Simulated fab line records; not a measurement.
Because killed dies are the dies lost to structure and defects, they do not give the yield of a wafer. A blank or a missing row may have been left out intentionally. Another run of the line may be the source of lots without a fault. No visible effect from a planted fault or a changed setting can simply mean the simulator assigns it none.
Which tool did it? -- flow n5-finfet -- Sampling: 10 lots, 30 wafers, 5 of 1938 route steps

== WHAT THE GAUGES SHOWED, per wafer ==
N5_ILD0_THK_MEAS_08. Usual: thk-nm at 138.6 nm, with a standard deviation of 1.3.
lot,measured,on,thk-nm (nm),flag
L312,day 3 17:38,film-metro-01,138.7 141.0 138.7,
L313,day 3 20:16,film-metro-02,136.6 137.0 137.5,
L314,day 4 02:52,film-metro-02,137.4 138.0 135.5,
L318,day 5 04:15,film-metro-01,139.0 138.1 137.1,
L322,day 6 04:12,film-metro-02,138.9 141.0 139.3,
L329,day 7 22:46,film-metro-01,139.4 138.7 139.4,
L330,day 8 09:24,film-metro-02,140.5 140.5 142.0,
L331,day 8 14:41,film-metro-01,139.7 138.3 141.9,
L333,day 9 03:58,film-metro-02,138.0 138.6 139.3,
L335,day 9 10:04,film-metro-01,139.5 140.3 139.3,

N5_BEOL_M4_RC_MEAS_101. Usual: DIBL_N 35.3 mV/V, standard deviation 1.5; DIBL_P 35.3 mV/V, standard deviation 1.9; IOFF_N 0.145 nA/um, standard deviation 0.027; IOFF_P 0.20 nA/um, standard deviation 0.033; ION_N 670 uA/um, standard deviation 12; ION_P 462 uA/um, standard deviation 6.8; SS_N 71.3 mV/dec, standard deviation 0.6; SS_P 73.1 mV/dec, standard deviation 0.7; VT_N 251 mV, standard deviation 3.4; VT_P -251 mV, standard deviation 3.2.
lot,measured,on,DIBL_N (mV/V),DIBL_P (mV/V),IOFF_N (nA/um),IOFF_P (nA/um),ION_N (uA/um),ION_P (uA/um),SS_N (mV/dec),SS_P (mV/dec),VT_N (mV),VT_P (mV),flag
L312,day 8 14:43,prober-02,35.3 33.1 35.4,35.0 32.6 35.4,0.147 0.115 0.157,0.18 0.16 0.20,670 664 679,456 458 466,71.7 70.6 70.9,72.2 72.7 72.6,248 254 248,-254 -252 -247,
L313,day 9 01:55,prober-01,35.0 36.3 36.2,35.7 38.0 37.4,0.138 0.166 0.154,0.18 0.21 0.20,659 680 666,450 460 455,71.0 71.8 71.5,73.1 74.1 73.9,254 249 251,-253 -251 -251,
L314,day 9 00:02,prober-02,33.6 36.0 35.5,35.7 38.2 37.7,0.140 0.180 0.182,0.19 0.24 0.22,675 683 686,461 466 462,70.7 71.5 71.5,74.2 73.6 74.4,247 245 246,-252 -249 -248,
L318,day 10 16:01,prober-02,39.0 35.8 36.0,40.1 36.8 36.7,0.230 0.172 0.174,0.33 0.25 0.25,693 676 679,476 474 471,72.4 72.2 71.8,75.6 73.9 73.8,247 245 252,-242 -241 -246,
L322,day 11 01:06,prober-02,33.6 33.6 34.0,32.8 33.8 34.8,0.111 0.130 0.126,0.17 0.20 0.20,659 674 656,452 474 458,70.7 70.3 71.2,71.5 72.5 72.3,256 249 255,-253 -250 -248,
L329,day 13 03:14,prober-01,35.8 34.0 37.7,35.4 33.6 37.9,0.139 0.103 0.166,0.19 0.17 0.23,667 641 659,461 449 453,71.4 71.2 71.9,72.9 73.1 73.5,256 257 251,-252 -254 -252,
L330,day 13 08:16,prober-02,35.1 38.0 33.5,35.6 38.5 33.5,0.145 0.202 0.112,0.20 0.26 0.16,682 690 657,466 471 452,72.3 73.0 71.0,73.7 74.0 73.2,252 246 257,-250 -247 -255,
L331,day 13 14:29,prober-01,35.4 35.7 33.4,36.6 36.8 34.4,0.162 0.163 0.128,0.20 0.20 0.16,679 680 675,462 464 462,71.3 70.8 69.8,73.0 73.5 72.7,248 248 250,-253 -254 -256,
L333,day 13 16:16,prober-01,36.1 36.3 35.4,34.9 35.3 35.1,0.148 0.159 0.150,0.18 0.19 0.19,668 676 662,454 462 461,71.4 71.4 71.5,73.0 73.0 73.4,251 248 247,-255 -253 -252,
L335,day 13 23:03,prober-01,36.4 35.1 34.8,36.2 34.7 33.9,0.156 0.147 0.126,0.21 0.19 0.17,663 675 657,459 458 457,71.5 70.4 70.7,73.0 72.8 72.9,250 249 252,-249 -250 -255,

== WHICH TOOL RAN EACH LOT (tool, then ch and the chambers of the sampled wafers, then the start) ==
lot,N5_SD_EPI_P_SD_RECESS_17,N5_ILD0_CMP_12,N5_SDB_HM_DEP_00
L312,"rie-si-01 ch 1,2,3, day 3 09:44","cmp-02 ch 0,3, day 3 20:33","pecvd-02 ch 1,2, day 3 20:55"
L313,"rie-si-01 ch 1,2,3, day 3 11:46","cmp-01 ch 0,2,3, day 3 23:11","pecvd-02 ch 0,2, day 3 23:32"
L314,"rie-si-01 ch 0,1,3, day 3 19:49","cmp-01 ch 1,2, day 4 05:47","pecvd-03 ch 0,1,2, day 4 06:08"
L318,"rie-si-02 ch 1,2,3, day 4 19:28","cmp-02 ch 0,1,3, day 5 07:10","pecvd-03 ch 0,1,2, day 5 07:32"
L322,"rie-si-02 ch 1,2,3, day 5 20:56","cmp-02 ch 0,2,3, day 6 07:10","pecvd-02 ch 0,1,2, day 6 07:31"
L329,"rie-si-01 ch 0,1,3, day 7 15:57","cmp-02 ch 1,2, day 8 01:40","pecvd-01 ch 0,1, day 8 02:02"
L330,"rie-si-03 ch 0,2,3, day 8 00:27","cmp-02 ch 1,2,3, day 8 12:19","pecvd-02 ch 1,2, day 8 12:41"
L331,"rie-si-03 ch 0,2,3, day 8 06:21","cmp-04 ch 0,1,3, day 8 17:47","pecvd-03 ch 0,1,2, day 8 18:04"
L333,"rie-si-02 ch 0,1,3, day 8 20:47","cmp-04 ch 0,1,3, day 9 07:07","pecvd-02 ch 0,1, day 9 07:28"
L335,"rie-si-01 ch 0,1,3, day 9 01:42","cmp-04 ch 0,1,3, day 9 12:59","pecvd-01 ch 0,1,2, day 9 13:20"
- N5_SD_EPI_P_SD_RECESS_17: chemistry HBr/Cl2/O2, target depth 39.1 nm, bt time 3 s.
- N5_ILD0_CMP_12: polishes SiNx, stops on poly-Si, t overpolish 6 s, target thk 17.67 nm.
- N5_SDB_HM_DEP_00: deposits SiNx from SiH4/NH3/N2, target thk 40 nm, time 35.3 s.

== WHAT THE TOOLS THEMSELVES READ (means of the sampled wafers that have a number; where no wafer has one, the mark that the record gives instead) ==
N5_SD_EPI_P_SD_RECESS_17. Usual: O2_flow_sccm 12.00 sccm, standard deviation 0.035; drypump-motor-current-A 5.8 A, standard deviation 0.48; oes-product-au 1.002 a.u., standard deviation 0.014; throttle-valve-pct 37.1 %, standard deviation 0.38.
lot,tool,O2_flow_sccm (sccm),drypump-motor-current-A (A),oes-product-au (a.u.),throttle-valve-pct (%),flag
L312,rie-si-01,12.01,6.2,1.009,37.3,
L313,rie-si-01,12.03,6.2,1.011,37.3,
L314,rie-si-01,12.01,5.9,1.008,37.2,
L318,rie-si-02,12.01,5.9,0.988,37.0,
L322,rie-si-02,11.99,5.9,0.993,37.0,
L329,rie-si-01,12.02,5.8,1.003,37.2,
L330,rie-si-03,11.98,5.6,1.003,36.8,
L331,rie-si-03,12.00,5.6,1.001,36.8,
L333,rie-si-02,11.99,5.9,1.000,37.2,
L335,rie-si-01,11.99,5.8,1.009,37.2,

N5_ILD0_CMP_12. Usual: head-pressure-psi 2.500 psi, standard deviation 0.0053; motor-current-A 9.1 A, standard deviation 0.76; overpolish-run-s 6.001 s, standard deviation 0.0088; time-to-endpoint-s 28.6 s, standard deviation 2.8.
lot,tool,head-pressure-psi (psi),motor-current-A (A),overpolish-run-s (s),time-to-endpoint-s (s),flag
L312,cmp-02,2.498,8.5,5.997,28.2,
L313,cmp-01,2.501,9.7,5.996,25.2,
L314,cmp-01,2.507,9.0,6.001,23.1,
L318,cmp-02,2.494,8.4,6.003,28.2,
L322,cmp-02,2.502,9.2,6.008,30.5,
L329,cmp-02,2.556,9.8,5.997,29.2,OFF
L330,cmp-02,2.552,9.4,6.001,31.1,OFF
L331,cmp-04,2.504,9.4,5.993,29.3,
L333,cmp-04,2.491,9.4,6.005,28.0,
L335,cmp-04,2.506,9.6,5.999,30.6,

N5_SDB_HM_DEP_00. Usual: heater-power-outer-w 448 W, standard deviation 60; heater-power-w 759 W, standard deviation 95; showerhead-plenum-p-Torr 5.13 Torr, standard deviation 0.072; throttle-valve-pct 41 %, standard deviation 3.2.
lot,tool,heater-power-outer-w (W),heater-power-w (W),showerhead-plenum-p-Torr (Torr),throttle-valve-pct (%),flag
L312,pecvd-02,385,658,5.09,38,
L313,pecvd-02,460,784,5.21,39,
L314,pecvd-03,421,722,5.14,40,
L318,pecvd-03,434,726,5.15,40,
L322,pecvd-02,462,766,5.13,39,
L329,pecvd-01,466,808,5.17,45,
L330,pecvd-02,424,704,5.06,39,
L331,pecvd-03,473,770,5.14,40,
L333,pecvd-02,439,756,5.19,40,
L335,pecvd-01,450,786,5.10,43,

== THE ANSWER, worked out from the rows above alone ==
Rule: a lot counts as off when the mean over its wafers that have a number is more than 3 standard deviations away from the usual mean. A lot without any number at a reading at which 4 lots or more have one is off too. Any other lot the step has rows for is counted as sound. Order of review: gauges by route order, followed by the tools' own readings, for which a lot's mean as printed above is used. The first step at which some lot is off is used, and at that step the reading that is off furthest; a lot without a number counts as furthest.
Off, at N5_ILD0_CMP_12 on head-pressure-psi: L329, L330.
A tool fits if, at that step or a process step before it, it ran every lot that is off, and no sound lot after the first of them. One fits: N5_ILD0_CMP_12 on cmp-02. Its last sound lot is L322 (day 6 07:10), its first lot that is off L329 (day 8 01:40): a fault that began between those two fits.
The tool's own readings at N5_ILD0_CMP_12 bear it out: on the lots that are off they differ by more than 5 times the standard deviation of the sound lots' means. head-pressure-psi reads 2.554 psi there against 2.500 psi on the sound lots.

== WHAT WAS PUT IN BY THE SIMULATOR ==
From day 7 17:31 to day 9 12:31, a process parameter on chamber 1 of cmp-02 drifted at N5_ILD0_CMP_12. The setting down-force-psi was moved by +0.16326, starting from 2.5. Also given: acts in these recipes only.
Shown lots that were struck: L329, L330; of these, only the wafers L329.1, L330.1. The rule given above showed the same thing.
